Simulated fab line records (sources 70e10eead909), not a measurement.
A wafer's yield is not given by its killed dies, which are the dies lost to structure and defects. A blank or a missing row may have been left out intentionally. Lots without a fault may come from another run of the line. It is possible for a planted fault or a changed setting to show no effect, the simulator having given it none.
fab line records | flow nand-harc
[record] lots = 11 wafers = 33 last-day = 24
route steps=1159 shown P_BONDPAD@369 A_ZERO_WELL@403 A_ONON_D1@424
lots that met no fault: taken from a fault-free run of the same line
start-h: start of the lot's first displayed wafer, in hours after the record's first day | wait-h: hours elapsed since this lot's preceding step | " the same as in the row above | L1.1+2: a row that stands for several wafers | - either no value or no given start | * or withheld: withheld | < > ~ a bound
route shown NAME@n: names a module that has steps shown in the file, with the first one's number in the route | usual: mean/standard deviation taken from wafers without a fault | same: alike in all rows | chamber/n: place in a boat | sites: per-site readings | _std_site: standard deviation across them | _edge_site: outer sites' mean less inner sites' | radius-mm: how far each site lies from the wafer's centre | mask NAME#n: copy n | behind: the last tool/chamber to shape the wafer | hold: what put the lot on hold/how long, in hours/how the hold closed | device: names the non-switching transistor (n, p or np) | end of line: tests run on the same wafers once the route is complete | a step with no rows: only its recipe | killed: the dies lost at the first sort to structure and to defects; this is not the yield of the wafer | map: a wafer's dies, x killed, . not, _ none there
set.NAME: the setting the step ran with; set.NAME@STEP: the setting that earlier step ran with | model.NAME: the simulator's own value behind a step, which no gauge read
the route's steps for a sample of lots (tables are steps, rows are wafers)
services: the hour from which a tool's chamber was out of use, counted from the record's first day as start-h (under 0 if before that day), plus the number of hours and why
[[steps]]
[step NHARC_P_BONDPAD_ETCH_12]
[recipe] target-depth-a = 2000 time-s = 100 chf3-flow-sccm = 50 o2-flow-sccm = 10 ar-flow-sccm = 200 rf-w = 500 bias-w = 200 chemistry = CHF3/O2
[usual] drypump-motor-current-A = 6.1/0.34 oes-product-au = 0.942/0.02 rf-vpp-V = 369.7/2.8 showerhead-plenum-p-Torr = 2.36/0.13 throttle-valve-pct = 20.572/0.0096
// columns lot.wafer tool chamber start-h wait-h drypump-motor-current-A oes-product-au rf-hours-counter-h rf-vpp-V showerhead-plenum-p-Torr throttle-valve-pct
L408.1 rie-diel-13 0 - - 6.0 0.962 3 367.6 2.24 20.563
L408.3 " 3 " " 5.9 0.978 3 371.6 2.35 20.579
L408.6 " 0 " " 6.0 0.976 - 367.5 2.24 20.578
L407.2 rie-diel-13 0 - - 6.0 0.925 3 367.0 2.24 20.575
L407.3 " 1 " " 6.3 0.921 3 373.3 2.57 20.580
L407.5 " 1 " " 6.2 0.925 - 374.0 2.57 20.580
L409.4 rie-diel-13 3 - - 5.9 0.937 4 370.6 2.35 20.568
L409.3 " 1 " " 6.3 0.923 4 374.4 2.57 20.585
L409.2 " 2 " " 6.5 0.938 4 367.9 2.26 20.588
L411.1 rie-diel-05 3 - - 4.8 0.934 56 370.8 2.35 20.577
L411.4 " 1 " " 6.0 0.933 54 369.6 2.33 20.570
L411.5 " 3 " " 4.8 0.926 - 368.3 2.35 20.579
L412.4 rie-diel-13 2 - - 6.5 0.940 5 368.4 2.26 20.575
L412.6 " 2 " " 6.5 0.928 - 366.1 2.26 20.581
L412.5 " 3 " " 5.9 0.929 - 368.9 2.35 20.579
L418.3 rie-diel-13 2 - - 6.5 0.922 10 368.1 2.26 20.582
L418.1 " 1 " " 6.3 0.916 11 374.8 2.57 20.573
L418.5 " 2 " " 6.5 0.931 - 367.5 2.26 20.573
L422.3 rie-diel-13 2 - - 6.5 0.933 11 366.0 2.26 20.591
L422.4 " 0 " " 6.0 0.929 11 368.9 2.24 20.568
L422.5 " 2 " " 6.5 0.937 - 367.8 2.26 20.557
L424.3 rie-diel-13 2 - - 6.5 0.978 12 368.9 2.26 20.567
L424.1 " 3 " " 5.9 0.965 12 371.6 2.35 20.580
L424.6 " 2 " " 6.5 0.979 - 369.1 2.26 20.583
L425.1 rie-diel-13 2 - - 6.5 0.935 14 369.0 2.26 20.585
L425.2 " 3 " " 5.9 0.930 14 369.6 2.35 20.564
L425.6 " 3 " " 5.9 0.924 - 371.1 2.35 20.586
L429.1 rie-diel-13 1 - - 6.2 0.925 16 373.6 2.57 20.573
L429.2 " 3 " " 5.9 0.924 15 369.9 2.35 20.557
L429.5 " 3 " " 5.9 0.922 - 368.3 2.35 20.577
L430.1 rie-diel-13 3 - - 5.9 0.957 15 368.9 2.35 20.556
L430.2 " 0 " " 6.0 0.989 16 365.6 2.23 20.594
L430.5 " 1 " " 6.2 0.977 - 372.9 2.57 20.557
[step NHARC_A_ZERO_WELL_DESCUM_12]
[recipe] time-s = 3 o2-flow-sccm = 200 ar-flow-sccm = 0 bias-power-w = 0 chemistry = O2
[usual] drypump-motor-current-A = 5.76/0.27 oes-product-au = 0.999/0.013 rf-vpp-V = 57.9/0.86 showerhead-plenum-p-Torr = 1.94/0.076 throttle-valve-pct = 11.311/0.0091
// columns lot.wafer tool chamber start-h wait-h drypump-motor-current-A oes-product-au rf-hours-counter-h rf-vpp-V showerhead-plenum-p-Torr throttle-valve-pct
L408.1 rie-diel-06 0 145.02 - 6.15 0.998 5 59.6 2.02 11.321
L408.3 " 2 " " 5.49 1.021 6 58.4 2.07 11.309
L408.6 " 1 " " 6.09 0.969 - 57.1 1.83 11.310
L407.3 rie-diel-06 0 147.19 - 6.15 1.000 5 59.0 2.02 11.301
L407.2 " 1 " " 6.08 0.973 5 57.5 1.83 11.307
L407.5 " 2 " " 5.43 1.013 - 58.1 2.07 11.323
L409.2 rie-diel-03 2 154.67 - 5.64 0.977 10 57.7 1.97 11.322
L409.4 " 0 " " 5.86 1.006 11 57.1 1.99 11.302
L409.3 " 1 " " 4.96 1.000 10 57.6 1.90 11.301
L411.4 rie-diel-04 3 158.54 - 5.97 1.004 4 58.8 1.98 11.305
L411.1 " 1 " " 5.72 0.994 3 57.6 1.85 11.321
L411.5 " 3 " " 5.96 0.999 - 56.4 1.98 11.311
L412.4 rie-diel-06 3 163.35 - 5.80 1.012 7 57.3 1.87 11.306
L412.5 " 1 " " 6.09 0.983 - 58.0 1.83 11.299
L412.6 " 2 " " 5.47 1.016 - 58.3 2.07 11.315
L418.3 rie-diel-06 3 213.66 - 5.81 1.006 10 56.5 1.87 11.324
L418.1 " 1 " " 6.06 0.976 10 58.4 1.83 11.309
L418.5 " 3 " " 5.80 1.005 - 58.0 1.87 11.310
L422.3 rie-diel-06 3 224.26 - 5.78 1.011 10 58.0 1.87 11.297
L422.4 " 0 " " 6.16 0.988 8 58.5 2.02 11.313
L422.5 " 2 " " 5.46 1.007 - 59.1 2.06 11.302
L424.1 rie-diel-04 0 232.60 - 5.80 1.007 7 58.1 1.99 11.322
L424.3 " 1 " " 5.70 0.978 6 58.1 1.85 11.297
L424.6 " 3 " " 5.97 0.994 - 58.1 1.98 11.319
L425.1 rie-diel-04 2 251.67 - 6.04 1.004 10 58.3 1.86 11.323
L425.2 " 3 " " 5.97 0.985 11 56.7 1.98 11.310
L425.6 " 2 " " 6.02 1.000 - 57.3 1.86 11.325
L429.1 rie-diel-03 0 261.26 - 5.83 1.010 6 58.8 1.99 11.307
L429.2 " 2 " " 5.62 0.969 2 59.5 1.97 11.313
L429.5 " 3 " " 5.57 1.010 - 57.0 1.89 11.302
L430.1 rie-diel-03 3 267.68 - 5.58 1.006 7 57.1 1.89 11.314
L430.2 " 0 " " 5.88 0.998 7 59.6 1.99 11.306
L430.5 " 3 " " 5.59 1.002 - 59.0 1.89 11.313
[step NHARC_A_ZERO_WELL_ETCH_13]
[recipe] target-depth-a = 1200 time-s = 40.1 hbr-flow-sccm = 150 cl2-flow-sccm = 50 rf-w = 400 icp-w = 400 bias-w = 100 chemistry = HBr/Cl2
[usual] drypump-motor-current-A = 6.0/0.4 oes-product-au = 0.993/0.011 throttle-valve-pct = 26.406/0.0087
// columns lot.wafer tool chamber start-h wait-h drypump-motor-current-A oes-product-au rf-hours-counter-h throttle-valve-pct
L408.3 rie-si-04 0 145.22 - 5.5 0.983 0.26 26.404
L408.1 " 1 " " 6.3 1.006 0.23 26.412
L408.6 " 0 " " 5.5 0.974 - 26.420
L407.2 rie-si-03 2 147.38 - 5.8 0.976 1.09 26.391
L407.3 " 0 " " 6.6 0.995 1.05 26.396
L407.5 " 2 " " 5.8 0.982 - 26.404
L409.4 rie-si-03 0 154.87 - 6.7 0.992 1.08 26.420
L409.3 " 2 " " 5.8 0.979 1.14 26.396
L409.2 " 3 " " 5.0 1.000 1.23 26.399
L411.1 rie-si-04 2 158.74 - 6.2 0.999 0.42 26.404
L411.4 " 0 " " 5.6 0.977 0.44 26.409
L411.5 " 2 " " 6.2 1.001 - 26.416
L412.4 rie-si-04 0 163.56 - 5.5 0.978 0.50 26.418
L412.5 " 2 " " 6.2 0.993 - 26.404
L412.6 " 3 " " 6.0 0.991 - 26.400
L418.3 rie-si-04 3 213.89 - 6.0 0.993 0.87 26.418
L418.1 " 0 " " 5.5 0.981 0.82 26.407
L418.5 " 1 " " 6.3 0.995 - 26.398
L422.3 rie-si-04 2 224.46 - 6.2 0.983 0.82 26.409
L422.4 " 0 " " 5.6 0.982 0.84 26.400
L422.5 " 2 " " 6.2 0.993 - 26.404
L424.3 rie-si-04 2 232.84 - 6.2 0.979 0.91 26.401
L424.1 " 0 " " 5.5 0.983 0.88 26.411
L424.6 " 2 " " 6.2 0.981 - 26.423
L425.2 rie-si-03 1 251.86 - 6.3 1.006 0.66 26.419
L425.1 " 2 " " 5.7 0.999 0.64 26.402
L425.6 " 1 " " 6.3 1.006 - 26.392
L429.1 rie-si-04 3 261.51 - 6.0 0.990 1.16 26.402
L429.2 " 1 " " 6.3 0.991 1.03 26.407
L429.5 " 3 " " 6.0 0.995 - 26.406
L430.1 rie-si-03 1 267.90 - 6.3 1.004 0.76 26.418
L430.2 " 2 " " 5.8 1.003 0.74 26.398
L430.5 " 2 " " 5.8 1.003 - 26.392
[step NHARC_A_ONON_D1_DEP_00]
[recipe] target-thk-a = 10000 n2-flow-sccm = 2750 n2o-flow-sccm = 2000 nh3-flow-sccm = 500 sih4-flow-sccm = 210 temp-c = 400
// columns lot.wafer tool chamber start-h wait-h
L408.1+3+6 pecvd-onon-03 0 168.04 0.1
L407.2+3+5 pecvd-onon-02 0 168.12 0.1
L411.1+4+5 pecvd-onon-02 0 177.33 0.1
L409.2+3+4 pecvd-onon-04 0 177.42 0.1
L412.4+5+6 pecvd-onon-03 0 182.51 0.2
L418.1+3+5 pecvd-onon-02 0 235.70 0.1
L422.3+4+5 pecvd-onon-02 0 246.86 0.2
L424.1+3+6 pecvd-onon-04 0 253.59 0.1
L425.1+2+6 pecvd-onon-03 0 271.98 0.1
L429.1+2+5 pecvd-onon-03 0 283.39 0.4
L430.1+2+5 pecvd-onon-03 0 292.14 0.1
[step NHARC_A_ONON_D1_THK_MEAS_02]
[recipe] thk-meas-gauge = ellipsometry
[usual] thk-nm = 997/9.4
// columns lot.wafer tool chamber start-h wait-h hold thk-nm
L408.1 film-metro-02 - 168.56 - - 992
L408.3 " - " " - 992
L408.6 " - " " - 991
L407.2 film-metro-01 - 168.58 - - 983
L407.3 " - " " - 984
L407.5 " - " " - 984
L411.1 film-metro-01 - 177.84 - - 984
L411.4 " - " " - 984
L411.5 " - " " - 985
L409.2 film-metro-02 - 177.88 - - 993
L409.3 " - " " - 993
L409.4 " - " " - 992
L412.4 film-metro-02 - 182.84 - - 1005
L412.5 " - " " - 1002
L412.6 " - " " - 1004
L418.1 film-metro-01 - 236.23 - await-dispo/0.2h/release 1055
L418.3 " - " " await-dispo/0.2h/release 1055
L418.5 " - " " await-dispo/0.2h/release 1056
L418.1 film-metro-01 - 236.40 0.2 - 1055
L418.3 " - " " - 1056
L418.5 " - " " - 1055
L422.3 film-metro-02 - 247.28 - await-dispo/0.2h/release 1060
L422.4 " - " " await-dispo/0.2h/release 1060
L422.5 " - " " await-dispo/0.2h/release 1059
L422.3 film-metro-02 - 247.45 0.2 - 1059
L422.4 " - " " - 1060
L422.5 " - " " - 1059
L424.1 film-metro-02 - 254.10 - - 987
L424.3 " - " " - 985
L424.6 " - " " - 986
L425.1 film-metro-01 - 272.50 - - 1000
L425.2 " - " " - 1001
L425.6 " - " " - 1002
L429.1 film-metro-01 - 283.90 - - 1004
L429.2 " - " " - 1003
L429.5 " - " " - 1003
L430.1 film-metro-02 - 292.65 - - 993
L430.2 " - " " - 993
L430.5 " - " " - 994
[[services]]
// columns tool chamber start-h hours kind
pecvd-onon-02 - 121.34 13.0 pm
rie-diel-03 0 133.67 2.8 repair
rie-si-04 - 146.34 0.8 repair
pecvd-onon-03 - 153.00 13.0 pm
rie-si-03 - 155.00 9.0 pm
rie-diel-03 0 160.57 5.6 repair
rie-diel-06 3 165.73 2.3 repair
rie-diel-04 1 174.27 6.7 repair
rie-diel-03 1 174.43 8.0 repair
rie-diel-13 - 174.85 0.5 repair
rie-si-03 3 178.63 5.7 repair
rie-diel-03 2 194.04 20.2 repair
rie-si-03 1 199.26 7.2 repair
rie-diel-06 0 200.61 12.9 repair
rie-diel-04 0 203.80 3.2 repair
rie-diel-13 2 209.92 5.3 repair
rie-si-03 0 239.52 7.7 repair
rie-diel-06 - 241.20 9.0 pm
rie-si-03 3 243.03 74.9 repair
rie-diel-06 1 252.65 23.2 repair
rie-diel-13 2 252.72 7.3 repair
rie-diel-13 - 276.00 9.0 pm
rie-si-04 - 276.00 9.0 pm
rie-diel-06 0 290.54 25.6 repair
[[key]]
[first-sign] step = NHARC_A_ONON_D1_THK_MEAS_02 reading = visit direction = added
[effect] step = NHARC_A_ONON_D1_THK_MEAS_02 reading = thk-nm direction = up sigmas = 6.4 usual = 997 struck = 1058
met-at NHARC_A_ONON_D1_DEP_00
struck-lots L418,L422
tester-left-out L418,L422
not-acting-at NHARC_P_BONDPAD_ETCH_12,NHARC_A_ZERO_WELL_DESCUM_12,NHARC_A_ZERO_WELL_ETCH_13
onset-between 177.33 235.70
[fault] kind = process-parameter-drift tool = pecvd-onon-02 chamber = - onset-h = 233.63 steps = NHARC_A_ONON_D1_DEP_00 channel = target-thk-a offset = * shape = step end-h = 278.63 acts-in = * stated = *
// tester-left-out: of these lots the tester's yield and bins aren't shown, on N5 and GAA mostly nor the transistor test; their killed dies are dies lost to structure and defects alone, not to doping, threshold or leakage, so they don't give the yield
